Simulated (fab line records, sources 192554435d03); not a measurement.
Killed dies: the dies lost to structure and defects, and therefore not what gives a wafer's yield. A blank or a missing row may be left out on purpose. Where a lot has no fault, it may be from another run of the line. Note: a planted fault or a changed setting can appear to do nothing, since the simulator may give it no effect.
Struck lot and sound lot, side by side :: flow n5Finfet :: 28 out of 1938 route steps
Sound: the wafers L431.1, L431.4, L431.6. Wafers struck: L435.3, L435.5, L435.6. At the end, the cause is stated.
Order at every step that has rows: each side's tool, ch and its chambers, its first start. Under that, the readings that differ: sound wafers :: struck wafers :: difference of the means :: sigmas: that difference in standard deviations of wafers without a fault.
alike: readings with means less than 2 such deviations apart, plus words and numbers identical on both sides. not compared: withheld readings, readings lacking a value on some wafer, bounds such as >300 that could conceal the same value, and numbers that have no deviation in the record and whose values overlap.
The two part at a step that has a row with sigmas, a row that says differs or no value, or rows on one side only. When numbers do not overlap yet have no deviation, they are printed without sigmas and do not part them. Lack of a reading on every wafer of one side parts them only where that side has two or more wafers.

first, 3 steps without rows for these wafers: N5_FIN_SAQP_PRECLEAN_44 (cleans in SC2, time 45 s); N5_FIN_SAQP_SRD_01 (time 30 s); N5_FIN_SAQP_ALD_61 (deposits SiO2, target thk 4 nm, pulse time 1 s, purge time 2 s).
N5_FIN_SAQP_DENSIFY_62: time 60 s.
  sound on rtpAnneal-02 ch 0, day 1 20:34; struck on rtpAnneal-02 ch 0, day 2 20:13
  alike: lampPowerPct, wafer_temp_C_max
then, 1 step without rows for these wafers: N5_FIN_SAQP_HM_DEP_03 (deposits SiNx from SiH4/NH3/N2, target thk 38 nm, time 33.6 s).
N5_FIN_SAQP_THK_MEAS_05:
  sound on filmMetro-02, day 1 20:52; struck on filmMetro-01, day 2 20:27
  alike: thkNm
N5_FIN_SAQP_PECVD_47: deposits a-Si from SiH4/He, target thk 45 nm, time 36.3 s.
  sound on pecvd-02 ch 0,2, day 1 20:54; struck on pecvd-01 ch 0,2, day 2 20:29
  alike: heaterPowerW, showerheadPlenumPTorr, throttleValvePct
then, 2 steps without rows for these wafers: N5_FIN_SAQP_PECVD_48 (deposits SiNx from SiH4/NH3/N2, target thk 25 nm, time 22.1 s); N5_FIN_SAQP_PECVD_06 (deposits a-Si from SiH4/He, target thk 60 nm, time 48.1 s).
N5_FIN_SAQP_THK_MEAS_07:
  sound on filmMetro-01, day 1 21:04; struck on filmMetro-01, day 2 20:40
  alike: thkNm
N5_FIN_SAQP_HM_DEP_72: deposits SiO2 from SiH4/N2O, target thk 12 nm, time 7.2 s.
  sound on pecvd-03 ch 0,1, day 1 21:07; struck on pecvd-02 ch 0,1, day 2 20:43
  alike: heaterPowerW, showerheadPlenumPTorr
then, 1 step without rows for these wafers: N5_FIN_SAQP_COAT_49 (time 60 s, resist thk 100 nm).
N5_FIN_SAQP_COAT_50: time 60 s, resist thk 35 nm.
  sound on lithoTrack-04 ch 0, day 1 21:11; struck on lithoTrack-03 ch 0, day 2 20:48
reading: spinSpeedRpm (rpm)
sound: 1498.6 1498.3 1499.5
struck: 1271.9 1270.6 1271.1
difference: -227.6
sigmas: -99 or more

reading: model.SiARC_of_FIN_SAQP_COAT_50.thkNm (nm)
sound: 35.04 35.04 35
struck: 38.08 38.02 38.08
difference: +3.03
sigmas: 
  alike: dispensePressureKPa
then, 6 steps without rows for these wafers: N5_FIN_SAQP_COAT_10 (resist thk 90 nm); N5_FIN_SAQP_EBR_12; N5_FIN_SAQP_SOFTBAKE_11 (time 60 s); N5_FIN_SAQP_EXPOSE_13 (exposes mask FIN CORE, target cd 35.6 nm); N5_FIN_SAQP_PEB_14 (peb time 60 s); N5_FIN_SAQP_DEVELOP_15 (develop time 30 s).
N5_FIN_SAQP_CD_MEAS_16: the cd target is 35.6 nm.
  sound on cdSem-03 ch 0, day 1 21:26; struck on cdSem-02 ch 0, day 2 21:04
  alike: cdNm
N5_FIN_SAQP_OVL_MEAS_17:
  sound on overlay-01 ch 0, day 1 21:28; struck on overlay-02 ch 0, day 2 21:05
  alike: FIN_CORE_OVL
N5_FIN_SAQP_INSPECT_18: inspects for defects (brightfield).
  sound on defectInspect-02, day 1 21:29; struck on defectInspect-01, day 2 21:07
  alike: rawDefectCount
N5_FIN_SAQP_DESCUM_21: chemistry O2, time 7.9 s.
  sound on rieDiel-01 ch 1,2, day 1 21:32; struck on rieDiel-06 ch 1,2, day 2 21:14
  alike: drypumpMotorCurrentA, o2FlowSccm, oesProductAu, rfVppV, showerheadPlenumPTorr, tempC, throttleValvePct
  not compared: rfHoursCounterH
N5_FIN_SAQP_ETCH_51: etches SiARC in CF4, target depth 45.5 nm, time 75.8 s.
  sound on rieDiel-01 ch 1,2, day 1 21:35; struck on rieDiel-06 ch 1,2, day 2 21:16
reading: etchRfOnTimeS (s)
sound: 79.0 76.5 77.9
struck: 82.7 83.4 79.3
difference: +4.0
sigmas: +2

reading: model.etch.depthNm (nm)
sound: 35.04 35.04 35
struck: 38.08 38.02 38.08
difference: +3.03
sigmas: 

reading: model.CAR-ArF_of_FIN_SAQP_COAT_10.thkNm (nm)
sound: 50.79 50.98 50.69
struck: 48.11 48.07 48.08
difference: -2.73
sigmas: 
  alike: drypumpMotorCurrentA, oesProductAu, rfVppV, showerheadPlenumPTorr, throttleValvePct
  not compared: rfHoursCounterH
N5_FIN_SAQP_ETCH_52: etches SOC in N2/H2, target depth 100 nm, overetch 20 nm, time 150 s.
  sound on rieDiel-01 ch 1,2, day 1 21:38; struck on rieDiel-06 ch 1,2, day 2 21:20
  alike: drypumpMotorCurrentA, oesProductAu, rfVppV, showerheadPlenumPTorr, tempC, throttleValvePct
  not compared: rfHoursCounterH
then, 1 step without rows for these wafers: N5_FIN_SAQP_STRIP_53 (strips in N2/H2).
N5_FIN_SAQP_HM_OPEN_73: chemistry CHF3/O2, target SiO2, stops on a-Si, target depth 12 nm, time 16.8 s.
  sound on rieDiel-01 ch 1,2, day 1 21:44; struck on rieDiel-06 ch 1,2, day 2 21:26
reading: rfVppV (V)
sound: 518 512 518
struck: 533 533 531
difference: +16
sigmas: +2

reading: model.SiARC_of_FIN_SAQP_COAT_50.thkNm (nm)
sound: 5.985 5.659 5.76
struck: 7.932 7.792 6.633
difference: +1.651
sigmas: 
  alike: drypumpMotorCurrentA, oesProductAu, showerheadPlenumPTorr, throttleValvePct
  not compared: rfHoursCounterH
then, 1 step without rows for these wafers: N5_FIN_SAQP_STRIP_74 (strips in CHF3/O2).

== WHERE THEY PART ==
Last at N5_FIN_SAQP_HM_OPEN_73 as far as this record goes, first at N5_FIN_SAQP_COAT_50.

WHY: the cause the simulator had injected
Drift in process parameters on lithoTrack-03 at N5_FIN_SAQP_COAT_50, starting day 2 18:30. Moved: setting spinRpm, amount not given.
